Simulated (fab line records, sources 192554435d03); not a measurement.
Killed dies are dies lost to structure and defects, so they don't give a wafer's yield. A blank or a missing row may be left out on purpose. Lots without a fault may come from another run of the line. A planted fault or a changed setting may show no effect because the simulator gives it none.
fab line records | flow n5_finfet
record lots=24 wafers=72 last_day=18
route steps=1938 shown BEOL_M0_SAQP@689 BEOL_M0@715
lots that met no fault: from a run of the same line without faults
start_h: hours from the record's first day to the start of the lot's first wafer shown | wait_h: hours since the lot's step before | " the same as in the row above | L1.1+2: a row that stands for several wafers | - no value, or no start given | * or withheld: withheld | < > ~ a bound
route shown NAME@n: a module of which the file shows steps, and the number in the route of the first | usual: mean/standard deviation of fault-free wafers | same: alike in all rows | chamber/n: place in a boat | sites: the reading at each site | _std_site: their standard deviation | _edge_site: outer sites' mean less inner sites' | radius_mm: how far each site lies from the wafer's centre | mask NAME#n: copy n | behind: the tool/chamber that last shaped the wafer | hold: why the lot was held/for how many hours/how that ended | device: the transistor (n, p or np) that didn't switch | end of line: the same wafers' tests at the end of the route | a step without rows: its recipe alone | killed: dies lost to structure and defects at the first sort, not the wafer's yield | map: a wafer's dies, x killed, . not, _ none there
set.NAME: the setting as run; set.NAME@STEP: as run at that earlier step | model.NAME: the simulator's own value behind a step, which no gauge read
steps of the route over a sample of lots; a table a step, a row a wafer
services: from which hour (start_h, from the record's first day; less than 0 if before it) a tool's chamber was out of use, for how many hours, and why
## steps
# step N5_BEOL_M0_SAQP_CD_MEAS_40
# recipe target_cd_nm=30 landing_energy_ev=500 detector=se_inlens
# usual cd_nm=30.0/0.3
# columns lot.wafer tool chamber start_h wait_h cd_nm
L074.1 cd_sem-01 0 114.79 - 29.3
L074.2 " 0 " " 29.7
L074.3 " 0 " " 29.5
L075.1 cd_sem-03 0 120.72 - 29.8
L075.2 " 0 " " 29.9
L075.6 " 0 " " 30.2
L076.1 cd_sem-02 0 126.79 - 29.9
L076.2 " 0 " " 30.0
L076.6 " 0 " " 30.4
L077.1 cd_sem-03 0 141.71 - 29.4
L077.4 " 0 " " 29.5
L077.6 " 0 " " 29.9
L078.2 cd_sem-03 0 142.57 - 29.8
L078.4 " 0 " " 29.8
L078.5 " 0 " " 30.4
L079.3 cd_sem-03 0 142.90 - 30.1
L079.5 " 0 " " 29.7
L079.6 " 0 " " 30.2
L080.2 cd_sem-02 0 147.15 - 29.6
L080.3 " 0 " " 30.2
L080.4 " 0 " " 30.0
L081.1 cd_sem-03 0 153.21 - 30.4
L081.2 " 0 " " 30.5
L081.6 " 0 " " 30.5
L082.1 cd_sem-03 0 158.73 - 30.4
L082.3 " 0 " " 30.1
L082.4 " 0 " " 30.7
L083.1 cd_sem-02 0 167.01 - 29.7
L083.2 " 0 " " 30.1
L083.4 " 0 " " 30.3
L084.3 cd_sem-03 0 170.86 - 30.2
L084.5 " 0 " " 30.3
L084.6 " 0 " " 30.1
L086.1 cd_sem-01 0 183.68 - 29.9
L086.2 " 0 " " 30.0
L086.3 " 0 " " 29.8
L085.3 cd_sem-03 0 187.66 - 30.0
L085.4 " 0 " " 30.5
L085.5 " 0 " " 29.9
L087.2 cd_sem-03 0 193.38 - 30.3
L087.5 " 0 " " 30.0
L087.6 " 0 " " 30.0
L088.2 cd_sem-02 0 195.36 - 29.9
L088.3 " 0 " " 29.7
L088.6 " 0 " " 29.7
L089.2 cd_sem-01 0 206.46 - 30.1
L089.3 " 0 " " 29.9
L089.4 " 0 " " 30.5
L090.1 cd_sem-02 0 208.67 - 29.8
L090.3 " 0 " " 30.2
L090.4 " 0 " " 29.5
L091.3 cd_sem-02 0 214.60 - 30.2
L091.4 " 0 " " 30.2
L091.6 " 0 " " 29.9
L092.2 cd_sem-02 0 217.82 - 29.9
L092.5 " 0 " " 30.1
L092.6 " 0 " " 29.7
L093.1 cd_sem-01 0 228.55 - 29.9
L093.2 " 0 " " 30.1
L093.3 " 0 " " 30.0
L094.2 cd_sem-01 0 231.41 - 29.7
L094.4 " 0 " " 30.2
L094.6 " 0 " " 29.8
L095.3 cd_sem-03 0 237.65 - 30.4
L095.4 " 0 " " 30.5
L095.6 " 0 " " 30.3
L096.1 cd_sem-03 0 240.30 - 30.1
L096.2 " 0 " " 30.1
L096.6 " 0 " " 30.4
L097.1 cd_sem-03 0 250.85 - 29.6
L097.3 " 0 " " 29.6
L097.6 " 0 " " 30.1
# step N5_BEOL_M0_ETCH_138
# recipe chemistry=CH3F/O2 target_depth_a=120 target=SiCN time_s=31.6 ion_energy_ev=120 pressure_mtorr=30 source_w=395 bias_w=75 Ar_flow_sccm=150 CH3F_flow_sccm=30 O2_flow_sccm=20 ends=cleared
# usual drypump_motor_current_A=5.9/0.33 etch_rf_on_time_s=29.6/0.85 oes_product_au=0.67/0.068 rf_vpp_V=297.5/1.4 showerhead_plenum_p_Torr=2.01/0.062 throttle_valve_pct=16.28/0.21
# columns lot.wafer tool chamber start_h wait_h drypump_motor_current_A etch_rf_on_time_s oes_product_au rf_hours_counter_h rf_vpp_V showerhead_plenum_p_Torr throttle_valve_pct
L074.1 rie_diel-02 2 116.99 0.0 5.7 29.2 0.62 160 299.3 2.08 16.42
L074.2 " 1 " " 5.3 29.0 0.69 103 295.7 1.92 16.17
L074.3 " 0 " " 5.7 29.9 0.63 198 297.5 1.99 16.54
L075.1 rie_diel-02 2 122.44 0.0 5.7 30.1 0.62 163 298.7 2.08 16.42
L075.2 " 0 " " 5.8 29.7 0.63 201 296.3 1.98 16.54
L075.6 " 2 " " 5.7 30.2 0.62 - 298.3 2.08 16.43
L076.1 rie_diel-04 1 128.90 0.0 5.9 29.9 0.77 34 295.2 1.95 16.30
L076.2 " 3 " " 5.3 30.0 0.57 254 297.0 1.96 16.48
L076.6 " 3 " " 5.3 31.0 0.56 - 296.5 1.96 16.47
L077.1 rie_diel-04 1 143.90 0.0 5.9 29.6 0.75 40 296.9 1.95 16.32
L077.4 " 1 " " 5.9 28.1 0.75 - 296.6 1.95 16.30
L077.6 " 2 " " 6.5 29.2 0.62 - 297.3 2.01 16.58
L078.2 rie_diel-03 1 144.79 0.0 6.1 28.9 0.81 2 298.8 2.06 16.16
L078.4 " 0 " " 6.3 31.0 0.65 155 298.1 2.09 16.37
L078.5 " 0 " " 6.3 30.8 0.66 - 297.9 2.09 16.37
L079.3 rie_diel-04 2 145.22 0.0 6.5 29.7 0.62 177 297.3 2.01 16.58
L079.5 " 0 " " 5.9 28.7 0.81 - 297.8 1.95 15.97
L079.6 " 1 " " 5.9 30.5 0.75 - 296.7 1.95 16.30
L080.2 rie_diel-02 2 149.17 0.0 5.7 29.3 0.61 173 299.0 2.08 16.45
L080.3 " 3 " " 6.3 28.6 0.63 175 297.5 1.99 16.07
L080.4 " 1 " " 5.3 29.3 0.69 111 295.3 1.92 16.18
L081.1 rie_diel-02 0 155.04 0.0 5.7 30.3 0.61 212 296.5 1.98 16.55
L081.2 " 1 " " 5.3 29.9 0.69 114 295.8 1.92 16.18
L081.6 " 0 " " 5.7 30.5 0.62 - 297.5 1.98 16.56
L082.1 rie_diel-03 3 160.74 0.0 6.0 30.6 0.71 69 299.7 2.12 15.97
L082.3 " 1 " " 6.1 29.5 0.79 5 298.4 2.06 16.15
L082.4 " 0 " " 6.3 30.8 0.64 162 297.6 2.08 16.39
L083.1 rie_diel-03 1 168.74 0.0 6.1 30.3 0.78 7 297.0 2.06 16.17
L083.2 " 3 " " 6.1 30.4 0.71 72 300.8 2.12 15.99
L083.4 " 2 " " 6.0 31.2 0.63 177 296.5 2.07 16.19
L084.3 rie_diel-02 3 173.37 0.0 6.3 29.2 0.62 184 297.3 1.99 16.08
L084.5 " 0 " " 5.8 29.2 0.62 - 296.5 1.98 16.58
L084.6 " 3 " " 6.3 30.7 0.62 - 296.5 1.99 16.09
L086.1 rie_diel-04 1 186.23 0.0 5.9 28.7 0.73 59 295.3 1.94 16.34
L086.2 " 3 " " 5.3 28.2 0.80 18 294.8 1.95 16.04
L086.3 " 2 " " 6.5 29.1 0.61 194 295.9 2.00 16.61
L085.3 rie_diel-03 2 190.71 0.0 6.0 29.1 0.63 185 297.9 2.07 16.21
L085.4 " 3 " " 6.1 29.5 0.72 79 299.8 2.12 15.99
L085.5 " 3 " " 6.1 29.7 0.71 - 299.4 2.12 16.00
L087.2 rie_diel-02 2 195.64 0.0 5.7 29.2 0.60 190 297.0 2.07 16.49
L087.5 " 1 " " 5.3 29.3 0.68 - 295.3 1.92 16.19
L087.6 " 0 " " 5.8 29.3 0.61 - 296.0 1.98 16.59
L088.2 rie_diel-04 0 197.00 0.0 5.9 28.0 0.78 18 297.0 1.95 15.97
L088.3 " 2 " " 6.5 29.7 0.60 198 297.3 2.00 16.62
L088.6 " 2 " " 6.5 30.9 0.61 - 296.5 2.00 16.63
L089.2 rie_diel-03 3 208.84 0.0 6.1 29.4 0.69 86 299.8 2.11 16.00
L089.3 " 2 " " 6.0 29.1 0.61 192 298.3 2.07 16.20
L089.4 " 1 " " 6.1 29.5 0.76 22 297.1 2.05 16.18
L090.1 rie_diel-02 2 210.56 0.0 5.7 30.6 0.59 195 298.9 2.07 16.51
L090.3 " 1 " " 5.3 30.7 0.67 133 295.5 1.91 16.22
L090.4 " 0 " " 5.8 30.1 0.61 232 298.3 1.97 16.59
L091.3 rie_diel-02 0 216.59 0.0 5.8 29.9 0.61 234 297.0 1.97 16.59
L091.4 " 2 " " 5.7 30.3 0.60 197 298.6 2.07 16.51
L091.6 " 0 " " 5.8 29.5 0.60 - 297.6 1.97 16.59
L092.2 rie_diel-02 0 219.55 0.0 5.8 30.0 0.60 235 298.1 1.97 16.60
L092.5 " 0 " " 5.8 30.1 0.60 - 295.7 1.97 16.59
L092.6 " 3 " " 6.3 30.1 0.60 - 296.4 1.98 16.11
L093.1 rie_diel-03 0 230.95 0.0 6.3 30.0 0.63 185 297.2 2.08 16.42
L093.2 " 1 " " 6.1 29.8 0.73 31 298.3 2.05 16.21
L093.3 " 3 " " 6.1 29.4 0.69 95 300.0 2.11 16.04
L094.2 rie_diel-04 2 233.31 0.0 6.5 28.4 0.61 207 297.0 2.00 16.62
L094.4 " 3 " " 5.3 28.5 0.76 34 296.7 1.95 16.07
L094.6 " 1 " " 5.9 29.6 0.71 - 297.8 1.93 16.36
L095.3 rie_diel-02 3 239.79 0.0 6.3 28.1 0.61 208 296.7 1.98 16.11
L095.4 " 2 " " 5.7 30.1 0.59 205 297.6 2.07 16.52
L095.6 " 2 " " 5.7 29.7 0.59 - 298.2 2.07 16.53
L096.1 rie_diel-03 3 242.72 0.0 6.1 30.8 0.69 98 299.0 2.11 16.02
L096.2 " 0 " " 6.3 30.1 0.62 189 299.8 2.07 16.44
L096.6 " 1 " " 6.1 30.2 0.73 - 298.3 2.05 16.22
L097.1 rie_diel-04 0 253.83 0.0 5.9 29.0 0.74 37 296.3 1.94 16.01
L097.3 " 1 " " 5.9 30.0 0.71 83 294.7 1.93 16.40
L097.6 " 0 " " 5.9 28.0 0.75 - 296.8 1.94 16.01
# step N5_BEOL_M0_ETCH_128
# recipe chemistry=CF4/N2 target_depth_a=120 overetch_a=51 target=SiCN time_s=21.4 ion_energy_ev=150 pressure_mtorr=40 source_w=430 bias_w=70 Ar_flow_sccm=100 cf4_flow_sccm=60 n2_flow_sccm=60
# usual cf4_flow_sccm=60.01/0.16 drypump_motor_current_A=5.9/0.34 oes_product_au=0.55/0.054 rf_vpp_V=382.8/1.6 showerhead_plenum_p_Torr=2.23/0.065 throttle_valve_pct=15.36/0.21
# columns lot.wafer tool chamber start_h wait_h cf4_flow_sccm drypump_motor_current_A oes_product_au rf_hours_counter_h rf_vpp_V showerhead_plenum_p_Torr throttle_valve_pct
L074.1 rie_diel-02 2 119.33 0.0 60.04 5.7 0.49 161 384.2 2.29 15.51
L074.2 " 3 " " 59.86 6.3 0.50 164 382.0 2.20 15.17
L074.3 " 0 " " 60.04 5.8 0.51 199 382.0 2.19 15.68
L075.1 rie_diel-02 3 125.21 0.0 59.77 6.3 0.51 168 383.0 2.20 15.16
L075.2 " 0 " " 60.35 5.8 0.51 203 382.2 2.19 15.68
L075.6 " 0 " " 59.75 5.7 0.51 - 381.9 2.19 15.67
L076.1 rie_diel-02 2 130.08 0.1 59.90 5.7 0.51 167 384.9 2.29 15.52
L076.2 " 0 " " 60.29 5.8 0.50 205 382.0 2.19 15.69
L076.6 " 3 " " 59.85 6.3 0.51 - 382.2 2.20 15.18
L077.1 rie_diel-03 0 148.50 0.0 59.95 6.3 0.53 156 384.7 2.30 15.47
L077.4 " 3 " " 60.18 6.1 0.58 - 384.7 2.33 15.04
L077.6 " 1 " " 59.90 6.1 0.64 - 384.2 2.26 15.19
L078.2 rie_diel-03 0 148.65 0.0 59.85 6.3 0.52 157 384.3 2.30 15.48
L078.4 " 3 " " 59.99 6.1 0.60 - 386.1 2.33 15.03
L078.5 " 1 " " 60.27 6.1 0.66 - 383.4 2.26 15.19
L080.2 rie_diel-03 3 150.81 0.0 60.14 6.1 0.59 64 386.8 2.33 15.04
L080.3 " 3 " " 59.87 6.1 0.58 - 385.1 2.33 15.04
L080.4 " 0 " " 59.94 6.3 0.52 - 385.6 2.29 15.48
L079.3 rie_diel-04 3 150.92 0.0 60.01 5.3 0.67 2 379.9 2.17 15.13
L079.5 " 2 " " 60.04 6.5 0.51 - 381.0 2.20 15.64
L079.6 " 1 " " 60.11 5.9 0.60 - 381.7 2.15 15.44
L081.1 rie_diel-04 3 156.08 0.5 59.92 5.3 0.67 5 381.3 2.17 15.12
L081.2 " 1 " " 60.18 5.9 0.60 46 381.7 2.15 15.43
L081.6 " 3 " " 60.15 5.3 0.67 - 380.6 2.17 15.13
L082.1 rie_diel-03 0 161.50 0.1 60.23 6.3 0.52 163 383.8 2.29 15.49
L082.3 " 3 " " 60.02 6.1 0.57 69 384.7 2.33 15.05
L082.4 " 2 " " 60.10 6.0 0.52 175 384.1 2.29 15.29
L083.1 rie_diel-04 3 171.30 0.4 59.91 5.3 0.64 10 383.1 2.16 15.14
L083.2 " 0 " " 59.98 6.0 0.63 16 380.9 2.16 15.12
L083.4 " 2 " " 60.11 6.4 0.51 186 383.1 2.20 15.67
L084.3 rie_diel-02 3 174.60 0.3 60.26 6.3 0.51 185 381.5 2.19 15.20
L084.5 " 2 " " 60.04 5.7 0.49 - 385.0 2.28 15.55
L084.6 " 1 " " 59.87 5.3 0.56 - 379.5 2.12 15.32
L086.1 rie_diel-04 3 187.60 0.0 60.28 5.3 0.63 18 381.3 2.16 15.18
L086.2 " 2 " " 60.31 6.5 0.49 195 381.8 2.20 15.67
L086.3 " 1 " " 59.98 5.9 0.58 60 382.2 2.15 15.47
L085.3 rie_diel-02 0 195.09 0.7 59.79 5.8 0.49 227 382.3 2.18 15.73
L085.4 " 1 " " 60.03 5.3 0.55 127 381.1 2.12 15.33
L085.5 " 2 " " 59.80 5.7 0.49 - 383.5 2.28 15.58
L088.2 rie_diel-03 1 197.43 0.0 60.03 6.1 0.62 17 383.4 2.26 15.21
L088.3 " 2 " " 60.13 6.0 0.50 188 383.3 2.28 15.34
L088.6 " 3 " " 59.85 6.1 0.58 - 385.3 2.32 15.09
L087.2 rie_diel-02 3 198.54 0.1 59.91 6.3 0.49 194 381.6 2.19 15.23
L087.5 " 0 " " 60.13 5.8 0.50 - 381.0 2.18 15.73
L087.6 " 3 " " 60.16 6.3 0.49 - 380.6 2.19 15.24
L089.2 rie_diel-03 2 210.07 0.3 60.11 6.0 0.50 192 384.1 2.28 15.34
L089.3 " 3 " " 59.93 6.1 0.56 86 384.4 2.32 15.09
L089.4 " 0 " " 60.09 6.3 0.51 176 384.3 2.29 15.51
L090.1 rie_diel-02 0 213.15 0.4 59.98 5.8 0.50 232 381.6 2.18 15.74
L090.3 " 2 " " 60.32 5.7 0.49 195 383.7 2.28 15.58
L090.4 " 1 " " 59.91 5.3 0.55 133 380.3 2.12 15.33
L092.2 rie_diel-03 0 220.50 0.0 59.75 6.3 0.51 181 384.0 2.29 15.53
L092.5 " 0 " " 59.81 6.3 0.51 - 384.0 2.29 15.54
L092.6 " 3 " " 60.03 6.1 0.56 - 385.3 2.32 15.09
L091.3 rie_diel-02 2 220.54 0.0 59.93 5.7 0.49 198 384.5 2.28 15.59
L091.4 " 0 " " 59.84 5.8 0.50 235 381.8 2.18 15.74
L091.6 " 3 " " 60.26 6.3 0.49 - 381.4 2.19 15.24
L093.1 rie_diel-02 0 233.57 0.1 59.91 5.8 0.50 241 381.5 2.18 15.76
L093.2 " 1 " " 60.07 5.3 0.54 142 380.7 2.11 15.37
L093.3 " 3 " " 60.28 6.3 0.49 207 382.4 2.18 15.26
L094.2 rie_diel-02 0 233.94 0.1 60.23 5.7 0.48 241 380.5 2.18 15.76
L094.4 " 1 " " 59.86 5.3 0.54 142 380.8 2.11 15.37
L094.6 " 0 " " 60.07 5.7 0.50 - 381.8 2.18 15.77
L095.3 rie_diel-03 1 240.76 0.1 59.95 6.1 0.58 34 382.9 2.25 15.26
L095.4 " 3 " " 60.06 6.1 0.56 97 383.6 2.32 15.12
L095.6 " 3 " " 60.12 6.1 0.56 - 384.8 2.32 15.11
L096.1 rie_diel-03 1 243.19 0.0 59.98 6.1 0.60 35 383.3 2.25 15.26
L096.2 " 0 " " 59.94 6.3 0.51 189 384.8 2.28 15.53
L096.6 " 1 " " 60.09 6.1 0.61 - 382.7 2.25 15.25
L097.1 rie_diel-04 0 258.06 0.4 59.76 5.9 0.60 39 382.2 2.15 15.17
L097.3 " 2 " " 59.82 6.5 0.50 212 381.2 2.19 15.71
L097.6 " 0 " " 59.78 5.9 0.58 - 380.1 2.15 15.17
# step N5_BEOL_M0_OCD_MEAS_108
# usual trench_depth_nm=32.7/0.62
# columns lot.wafer tool chamber start_h wait_h trench_depth_nm
L074.1 ocd-02 - 119.47 0.1 32.3
L074.2 " - " " 31.9
L074.3 " - " " 32.6
L075.1 ocd-02 - 125.36 0.1 32.9
L075.2 " - " " 31.8
L075.6 " - " " 32.2
L076.1 ocd-02 - 130.23 0.1 31.9
L076.2 " - " " 31.8
L076.6 " - " " 32.6
L077.1 ocd-02 - 148.64 0.1 32.6
L077.4 " - " " 32.6
L077.6 " - " " 32.2
L078.2 ocd-01 - 148.80 0.1 32.9
L078.4 " - " " 32.6
L078.5 " - " " 33.2
L080.2 ocd-02 - 151.02 0.1 32.8
L080.3 " - " " 33.5
L080.4 " - " " 32.9
L079.3 ocd-01 - 151.07 0.1 33.4
L079.5 " - " " 33.3
L079.6 " - " " 32.9
L081.1 ocd-02 - 156.22 0.1 34.2
L081.2 " - " " 33.3
L081.6 " - " " 34.6
L082.1 ocd-02 - 161.65 0.1 33.4
L082.3 " - " " 32.0
L082.4 " - " " 32.1
L083.1 ocd-02 - 171.44 0.1 33.2
L083.2 " - " " 33.3
L083.4 " - " " 32.6
L084.3 ocd-01 - 174.75 0.1 32.6
L084.5 " - " " 31.4
L084.6 " - " " 32.4
L086.1 ocd-01 - 187.76 0.1 33.5
L086.2 " - " " 31.4
L086.3 " - " " 32.1
L085.3 ocd-02 - 195.24 0.1 32.0
L085.4 " - " " 32.6
L085.5 " - " " 31.8
L088.2 ocd-01 - 197.57 0.1 33.2
L088.3 " - " " 32.9
L088.6 " - " " 32.7
L087.2 ocd-01 - 198.68 0.1 33.1
L087.5 " - " " 32.2
L087.6 " - " " 32.5
L089.2 ocd-01 - 210.22 0.1 32.6
L089.3 " - " " 33.0
L089.4 " - " " 32.8
L090.1 ocd-02 - 213.31 0.1 32.3
L090.3 " - " " 32.1
L090.4 " - " " 32.5
L092.2 ocd-02 - 220.64 0.1 32.0
L092.5 " - " " 33.0
L092.6 " - " " 32.6
L091.3 ocd-01 - 220.69 0.1 32.6
L091.4 " - " " 32.3
L091.6 " - " " 33.4
L093.1 ocd-02 - 233.71 0.1 32.1
L093.2 " - " " 31.8
L093.3 " - " " 33.4
L094.2 ocd-01 - 234.09 0.1 32.8
L094.4 " - " " 32.5
L094.6 " - " " 32.1
L095.3 ocd-02 - 240.91 0.1 32.5
L095.4 " - " " 32.2
L095.6 " - " " 32.2
L096.1 ocd-02 - 243.34 0.1 31.9
L096.2 " - " " 32.7
L096.6 " - " " 32.6
L097.1 ocd-02 - 258.21 0.1 33.7
L097.3 " - " " 32.6
L097.6 " - " " 33.8
# step N5_BEOL_M0_PRE_CLEAN_113
# recipe gas=H2/He time_s=30 temp_c=250
# usual heater_power_w=371/49
# columns lot.wafer tool chamber start_h wait_h heater_power_w
L074.1 pvd_sputter-03 - 120.13 0.0 451
L074.2 " - " " 349
L074.3 " - " " 400
L075.1 pvd_sputter-02 - 126.17 0.0 437
L075.2 " - " " 364
L075.6 " - " " 440
L076.1 pvd_sputter-02 - 130.98 0.0 296
L076.2 " - " " 439
L076.6 " - " " 356
L077.1 pvd_sputter-03 - 149.37 0.0 410
L077.4 " - " " 358
L077.6 " - " " 402
L078.2 pvd_sputter-03 - 149.45 0.0 442
L078.4 " - " " 361
L078.5 " - " " 359
L079.3 pvd_sputter-02 - 151.57 0.0 446
L079.5 " - " " 298
L079.6 " - " " 352
L080.2 pvd_sputter-02 - 151.73 0.0 344
L080.3 " - " " 364
L080.4 " - " " 297
L081.1 pvd_sputter-03 - 157.86 0.0 359
L081.2 " - " " 392
L081.6 " - " " 362
L082.1 pvd_sputter-03 - 162.04 0.0 356
L082.3 " - " " 402
L082.4 " - " " 367
L083.1 pvd_sputter-02 - 172.06 0.0 302
L083.2 " - " " 350
L083.4 " - " " 362
L084.3 pvd_sputter-03 - 175.29 0.0 369
L084.5 " - " " 359
L084.6 " - " " 359
L086.1 pvd_sputter-02 - 189.48 0.0 300
L086.2 " - " " 362
L086.3 " - " " 359
L085.3 pvd_sputter-02 - 197.51 0.0 365
L085.4 " - " " 432
L085.5 " - " " 363
L088.2 pvd_sputter-01 - 198.63 0.0 296
L088.3 " - " " 292
L088.6 " - " " 308
L087.2 pvd_sputter-01 - 199.77 0.0 351
L087.5 " - " " 346
L087.6 " - " " 301
L089.2 pvd_sputter-01 - 210.54 0.0 340
L089.3 " - " " 377
L089.4 " - " " 293
L090.1 pvd_sputter-02 - 213.84 0.0 362
L090.3 " - " " 445
L090.4 " - " " 353
L092.2 pvd_sputter-01 - 221.49 0.0 340
L092.5 " - " " 290
L092.6 " - " " 302
L091.3 pvd_sputter-03 - 221.70 0.0 400
L091.4 " - " " 354
L091.6 " - " " 353
L093.1 pvd_sputter-02 - 234.34 0.0 358
L093.2 " - " " 291
L093.3 " - " " 361
L094.2 pvd_sputter-03 - 234.76 0.0 410
L094.4 " - " " 445
L094.6 " - " " 454
L095.3 pvd_sputter-02 - 241.57 0.0 453
L095.4 " - " " 309
L095.6 " - " " 436
L096.1 pvd_sputter-02 - 243.93 0.0 361
L096.2 " - " " 351
L096.6 " - " " 447
L097.1 pvd_sputter-03 - 258.69 0.0 405
L097.3 " - " " 353
L097.6 " - " " 353
# step N5_BEOL_M0_SPUTTER_134
# recipe material=Cu target_thk_a=40 temp_c=-20 chamber_pressure_pa=0.07 power_w=withheld time_s=7.37
# usual throttle_valve_pct=30.1/1
# columns lot.wafer tool chamber start_h wait_h throttle_valve_pct
L074.1 pvd_sputter-03 - 121.07 0.0 29.8
L074.2 " - " " 29.0
L074.3 " - " " 31.9
L075.1 pvd_sputter-01 - 126.94 0.0 31.0
L075.2 " - " " 29.7
L075.6 " - " " 29.7
L076.1 pvd_sputter-03 - 140.39 0.0 29.2
L076.2 " - " " 32.0
L076.6 " - " " 29.6
L077.1 pvd_sputter-02 - 150.67 0.0 31.3
L077.4 " - " " 29.1
L077.6 " - " " 29.1
L078.2 pvd_sputter-01 - 151.03 0.0 28.5
L078.4 " - " " 30.0
L078.5 " - " " 31.3
L079.3 pvd_sputter-01 - 152.38 0.0 30.0
L079.5 " - " " 29.4
L079.6 " - " " 28.7
L080.2 pvd_sputter-01 - 152.90 0.0 29.6
L080.3 " - " " 29.0
L080.4 " - " " 30.8
L081.1 pvd_sputter-01 - 158.69 0.0 30.0
L081.2 " - " " 29.7
L081.6 " - " " 29.8
L082.1 pvd_sputter-03 - 164.60 0.0 29.7
L082.3 " - " " 29.3
L082.4 " - " " 31.3
L083.1 pvd_sputter-03 - 174.19 0.0 28.9
L083.2 " - " " 32.2
L083.4 " - " " 29.9
L084.3 pvd_sputter-02 - 177.48 0.0 31.5
L084.5 " - " " 29.0
L084.6 " - " " 29.9
L086.1 pvd_sputter-03 - 190.28 0.0 31.2
L086.2 " - " " 29.8
L086.3 " - " " 32.0
L085.3 pvd_sputter-02 - 198.37 0.0 29.0
L085.4 " - " " 30.0
L085.5 " - " " 31.5
L088.2 pvd_sputter-01 - 199.43 0.0 31.0
L088.3 " - " " 29.5
L088.6 " - " " 29.7
L087.2 pvd_sputter-03 - 200.82 0.0 31.1
L087.5 " - " " 31.1
L087.6 " - " " 29.8
L089.2 pvd_sputter-02 - 212.98 0.0 31.3
L089.3 " - " " 30.0
L089.4 " - " " 29.9
L090.1 pvd_sputter-02 - 216.33 0.0 31.1
L090.3 " - " " 30.0
L090.4 " - " " 28.8
L092.2 pvd_sputter-02 - 222.46 0.0 29.7
L092.5 " - " " 29.0
L092.6 " - " " 29.7
L091.3 pvd_sputter-02 - 222.90 0.0 29.9
L091.4 " - " " 29.6
L091.6 " - " " 28.9
L093.1 pvd_sputter-01 - 235.34 0.0 28.8
L093.2 " - " " 29.2
L093.3 " - " " 29.8
L094.2 pvd_sputter-02 - 236.82 0.0 28.7
L094.4 " - " " 31.6
L094.6 " - " " 30.0
L095.3 pvd_sputter-02 - 242.69 0.0 29.6
L095.4 " - " " 31.2
L095.6 " - " " 29.8
L096.1 pvd_sputter-03 - 245.93 0.0 30.0
L096.2 " - " " 28.9
L096.6 " - " " 31.2
L097.1 pvd_sputter-03 - 259.58 0.0 31.2
L097.3 " - " " 29.4
L097.6 " - " " 31.1
## services
# columns tool chamber start_h hours kind
pvd_sputter-02 - 97.23 5.7 repair
rie_diel-02 - 102.21 0.1 repair
rie_diel-04 0 109.16 - clean
rie_diel-04 0 109.16 - consumable_replace:focus_ring
rie_diel-04 0 109.16 22.2 scheduled_down
rie_diel-04 0 109.16 22.2 vent_cycle
rie_diel-03 1 113.02 - clean
rie_diel-03 1 113.02 - consumable_replace:focus_ring
rie_diel-03 1 113.02 25.9 scheduled_down
rie_diel-03 1 113.02 25.9 vent_cycle
rie_diel-02 1 119.55 8.1 repair
rie_diel-04 3 131.85 - clean
rie_diel-04 3 131.85 - consumable_replace:focus_ring
rie_diel-04 3 131.85 12.5 scheduled_down
rie_diel-04 3 131.85 12.5 vent_cycle
rie_diel-03 1 149.28 6.6 repair
rie_diel-03 0 194.66 6.5 repair
rie_diel-04 2 203.66 6.9 repair
rie_diel-03 2 220.87 7.1 repair
rie_diel-04 - 222.30 2.8 pm
pvd_sputter-02 - 227.10 2.2 repair
rie_diel-04 2 258.80 4.2 repair
pvd_sputter-01 - 259.00 8.8 repair
## key
fault none
